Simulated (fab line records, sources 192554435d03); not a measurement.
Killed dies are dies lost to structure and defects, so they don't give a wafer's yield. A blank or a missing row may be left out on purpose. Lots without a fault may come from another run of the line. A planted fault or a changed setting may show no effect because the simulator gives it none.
fab line records | flow n5_finfet | part 2 of 2: steps 18 to 23 of 23
record lots=5 wafers=15 last_day=18
route steps=1938 shown BEOL_M0_SAQP@654
lots that met no fault: from a run of the same line without faults
start_h: hours from the record's first day to the start of the lot's first wafer shown | wait_h: hours since the lot's step before | " the same as in the row above | L1.1+2: a row that stands for several wafers | - no value, or no start given | * or withheld: withheld | < > ~ a bound
route shown NAME@n: a module of which the file shows steps, and the number in the route of the first | usual: mean/standard deviation of fault-free wafers | same: alike in all rows | chamber/n: place in a boat | sites: the reading at each site | _std_site: their standard deviation | _edge_site: outer sites' mean less inner sites' | radius_mm: how far each site lies from the wafer's centre | mask NAME#n: copy n | behind: the tool/chamber that last shaped the wafer | hold: why the lot was held/for how many hours/how that ended | device: the transistor (n, p or np) that didn't switch | end of line: the same wafers' tests at the end of the route | a step without rows: its recipe alone | killed: dies lost to structure and defects at the first sort, not the wafer's yield | map: a wafer's dies, x killed, . not, _ none there
set.NAME: the setting as run; set.NAME@STEP: as run at that earlier step | model.NAME: the simulator's own value behind a step, which no gauge read
lots at some steps of the route; a table a step, a row a wafer
services: from which hour (start_h, from the record's first day; less than 0 if before it) a tool's chamber was out of use, for how many hours, and why
## steps
# step N5_BEOL_M0_SAQP_COAT_105
# recipe resist=SOC temp_c=250 time_s=60 spin_rpm=1500 resist_thk_nm=100
# columns lot.wafer tool chamber start_h wait_h
L074.4+5+6 litho_track-05 0 117.78 0.2
L084.2+3+4 litho_track-05 0 187.95 0.3
L092.1+3+4 litho_track-01 0 226.27 0.3
L095.1+3+6 litho_track-05 0 234.58 0.3
L097.1+2+3 litho_track-02 0 250.65 0.3
# step N5_BEOL_M0_SAQP_ETCH_106
# recipe chemistry=N2/H2 target=SOC target_depth_a=1500 stop_on=SiNx ion_energy_ev=100 bias_w=61 pressure_mtorr=30 source_w=850 n2_flow_sccm=200 h2_flow_sccm=200
# usual drypump_motor_current_A=5.7/0.38 oes_product_au=0.77/0.072 rf_vpp_V=240.7/1.4 showerhead_plenum_p_Torr=2.55/0.099 throttle_valve_pct=17.7/0.34
# columns lot.wafer tool chamber start_h wait_h drypump_motor_current_A oes_product_au rf_hours_counter_h rf_vpp_V showerhead_plenum_p_Torr throttle_valve_pct
L074.4 rie_diel-01 1 117.83 - 5.8 0.73 175 241.5 2.53 17.6
L074.5 " 1 " " 5.9 0.73 - 242.1 2.53 17.6
L074.6 " 2 " " 6.1 0.71 - 240.5 2.41 17.8
L084.2 rie_diel-01 3 188.01 - 6.2 0.88 50 240.2 2.48 17.5
L084.3 " 1 " " 5.9 0.72 196 240.4 2.52 17.6
L084.4 " 0 " " 5.2 0.71 177 242.5 2.65 18.0
L092.1 rie_diel-01 2 226.33 - 6.1 0.69 232 239.5 2.40 17.9
L092.3 " 3 " " 6.3 0.86 60 241.1 2.47 17.5
L092.4 " 1 " " 5.8 0.71 208 239.3 2.52 17.6
L095.1 rie_diel-03 0 234.74 - 5.2 0.80 75 243.0 2.69 17.5
L095.3 " 2 " " 5.3 0.73 178 239.0 2.44 17.5
L095.6 " 0 " " 5.2 0.80 - 242.2 2.69 17.5
L097.1 rie_diel-06 0 250.71 - 5.8 0.85 59 240.2 2.46 17.7
L097.2 " 2 " " 5.2 0.69 231 240.9 2.51 18.2
L097.3 " 1 " " 5.9 0.84 60 242.3 2.57 17.3
# step N5_BEOL_M0_SAQP_ETCH_107
# recipe chemistry=CH3F/O2 target=SiNx target_depth_a=300 mask_material=SOC pressure_mtorr=30 source_w=395 bias_w=73 Ar_flow_sccm=150 CH3F_flow_sccm=30 O2_flow_sccm=20 ion_energy_ev=120
# usual drypump_motor_current_A=5.7/0.38 oes_ar_750_au=0.77/0.066 oes_product_au=0.77/0.075 rf_vpp_V=296/4.7 showerhead_plenum_p_Torr=2.00/0.08 throttle_valve_pct=16.23/0.28
# columns lot.wafer tool chamber start_h wait_h drypump_motor_current_A oes_ar_750_au oes_product_au rf_hours_counter_h rf_vpp_V showerhead_plenum_p_Torr throttle_valve_pct
L074.4 rie_diel-01 1 117.89 0.0 5.8 0.75 0.74 175 299 2.00 16.23
L074.5 " 1 " " 5.8 0.75 0.73 - 298 2.00 16.27
L074.6 " 2 " " 6.1 0.72 0.72 - 292 1.89 16.38
L084.2 rie_diel-01 3 188.07 0.0 6.2 0.87 0.90 50 306 1.95 16.07
L084.3 " 1 " " 5.9 0.73 0.72 196 298 1.99 16.29
L084.4 " 0 " " 5.2 0.73 0.71 177 289 2.06 16.35
L092.1 rie_diel-01 2 226.39 0.0 6.1 0.70 0.69 232 293 1.88 16.44
L092.3 " 3 " " 6.2 0.84 0.87 60 307 1.95 16.08
L092.4 " 1 " " 5.8 0.73 0.71 208 299 1.99 16.32
L095.1 rie_diel-03 0 234.80 0.0 5.2 0.81 0.81 75 297 2.13 16.03
L095.3 " 2 " " 5.2 0.73 0.73 178 292 1.90 15.98
L095.6 " 0 " " 5.3 0.81 0.82 - 298 2.13 16.05
L097.1 rie_diel-06 0 250.77 0.0 5.7 0.86 0.86 59 290 1.93 16.28
L097.2 " 2 " " 5.2 0.70 0.70 231 292 1.99 16.76
L097.3 " 1 " " 5.9 0.84 0.85 60 298 2.02 15.85
# step N5_BEOL_M0_SAQP_STRIP_108
# recipe chemistry=N2/H2 power_w=500 temp_c=40 pressure_mtorr=50 rf_frequency_hz=6e+07 overash_fraction=0.3 bias_power_w=28 h2_frac=0.5 n2_flow_sccm=300 h2_flow_sccm=300
# usual drypump_motor_current_A=5.7/0.39 oes_product_au=0.77/0.076 power_w=500.3/1.4 rf_vpp_V=121.9/1 showerhead_plenum_p_Torr=3.37/0.13 throttle_valve_pct=18.8/0.54
# columns lot.wafer tool chamber start_h wait_h drypump_motor_current_A oes_product_au power_w rf_hours_counter_h rf_vpp_V showerhead_plenum_p_Torr throttle_valve_pct
L074.4 rie_diel-01 1 117.93 0.0 5.8 0.73 500.2 176 120.2 3.34 18.5
L074.5 " 1 " " 5.8 0.72 501.0 - 120.8 3.34 18.5
L074.6 " 2 " " 6.1 0.72 499.5 - 121.5 3.19 18.9
L084.2 rie_diel-01 3 188.11 0.0 6.3 0.89 501.9 50 121.5 3.28 18.5
L084.3 " 1 " " 5.8 0.72 499.1 196 122.5 3.33 18.5
L084.4 " 0 " " 5.2 0.72 500.4 177 122.1 3.49 19.3
L092.1 rie_diel-01 2 226.43 0.0 6.1 0.70 498.6 232 120.1 3.18 18.9
L092.3 " 3 " " 6.3 0.86 501.8 60 121.4 3.27 18.6
L092.4 " 1 " " 5.8 0.70 501.0 208 121.3 3.33 18.6
L095.1 rie_diel-03 0 234.84 0.0 5.3 0.82 498.1 75 123.1 3.55 18.8
L095.3 " 2 " " 5.2 0.74 498.4 178 120.9 3.23 18.5
L095.6 " 0 " " 5.2 0.83 499.5 - 122.1 3.55 18.8
L097.1 rie_diel-06 0 250.81 0.0 5.8 0.88 501.2 59 120.4 3.26 18.4
L097.2 " 2 " " 5.2 0.69 498.6 231 121.2 3.32 19.4
L097.3 " 1 " " 5.9 0.84 499.6 60 121.6 3.39 18.3
# step N5_BEOL_M0_SAQP_RECESS_109
# recipe chemistry=HF/NH3 target=SiO2 target_depth_a=30 afs_cycles=1 temp_c=30 sublimation_temp_c=180 sublimation_time_s=60
# usual drypump_motor_current_A=5.6/0.47
# columns lot.wafer tool chamber start_h wait_h drypump_motor_current_A
L074.4 vapor_etch-02 0 118.03 0.1 5.8
L074.5 " 1 " " 5.0
L074.6 " 0 " " 5.7
L084.2 vapor_etch-01 0 188.17 0.0 6.3
L084.3 " 1 " " 5.6
L084.4 " 0 " " 6.3
L092.1 vapor_etch-02 1 226.49 0.0 5.0
L092.3 " 0 " " 5.7
L092.4 " 1 " " 5.0
L095.1 vapor_etch-02 0 236.49 1.6 5.7
L095.3 " 1 " " 5.0
L095.6 " 1 " " 5.0
L097.1 vapor_etch-02 0 250.87 0.0 5.7
L097.2 " 1 " " 5.0
L097.3 " 1 " " 5.0
# step N5_BEOL_M0_SAQP_SPACER2_ALD_26
# recipe material=SiO2 target_thk_a=150 temp_c=300 ald_precursor_family=BDEAS ald_co_reactant=O2-plasma pulse_time_s=1 purge_time_s=2 co_reactant_purge_time_s=2 pressure_torr=2
# usual heater_power_w=492/57 precursor_pulse_height_rel=0.999/0.02 susceptor_temp_C=300.01/0.21
# same co_reactant_purge_time_s=2 pulse_time_s=1
# columns lot.wafer tool chamber start_h wait_h heater_power_w precursor_pulse_height_rel susceptor_temp_C
L074.4 ald_sin-04 2 118.14 0.1 404 0.988 300.02
L074.5 " 0 " " 502 0.973 299.75
L074.6 " 3 " " 441 1.000 299.44
L084.2 ald_sin-01 3 190.57 2.4 493 1.037 300.35
L084.3 " 0 " " 418 1.006 300.10
L084.4 " 1 " " 480 0.989 299.58
L092.1 ald_sin-01 3 226.80 0.3 494 1.001 300.05
L092.3 " 0 " " 412 1.003 299.89
L092.4 " 2 " " 575 1.032 299.72
L095.1 ald_sin-01 1 236.63 0.1 493 0.987 300.52
L095.3 " 3 " " 491 0.973 300.14
L095.6 " 0 " " 406 1.024 300.09
L097.1 ald_sin-01 2 251.02 0.1 580 0.981 299.71
L097.2 " 3 " " 505 1.006 299.90
L097.3 " 0 " " 412 1.018 299.91
## services
# columns tool chamber start_h hours kind
rie_diel-06 3 95.68 2.3 repair
ald_sin-03 - 99.72 6.0 pm
ald_sin-01 - 100.97 0.3 repair
rie_diel-06 1 108.93 13.4 repair
rie_si-06 - 114.91 0.5 repair
rie_si-05 3 122.15 2.2 repair
rie_si-02 - 123.01 1.8 repair
vapor_etch-02 - 127.05 2.8 pm
ald_sin-04 - 177.36 14.0 pm
ald_sin-01 0 191.01 13.1 repair
rie_diel-06 0 191.26 3.2 repair
rie_diel-03 0 195.40 6.6 repair
ald_sin-04 - 203.79 6.0 pm
rie_diel-06 1 206.40 12.2 repair
vapor_etch-01 - 211.11 28.1 pm
rie_diel-06 - 215.37 0.3 repair
rie_si-06 - 217.52 0.3 repair
rie_diel-03 3 218.34 1.6 repair
rie_diel-03 - 218.39 7.2 repair
rie_diel-03 3 231.56 - clean
ald_sin-01 1 238.70 24.6 repair
vapor_etch-01 - 239.54 0.6 repair
rie_si-02 1 246.10 4.0 repair
rie_diel-06 3 248.87 4.0 repair
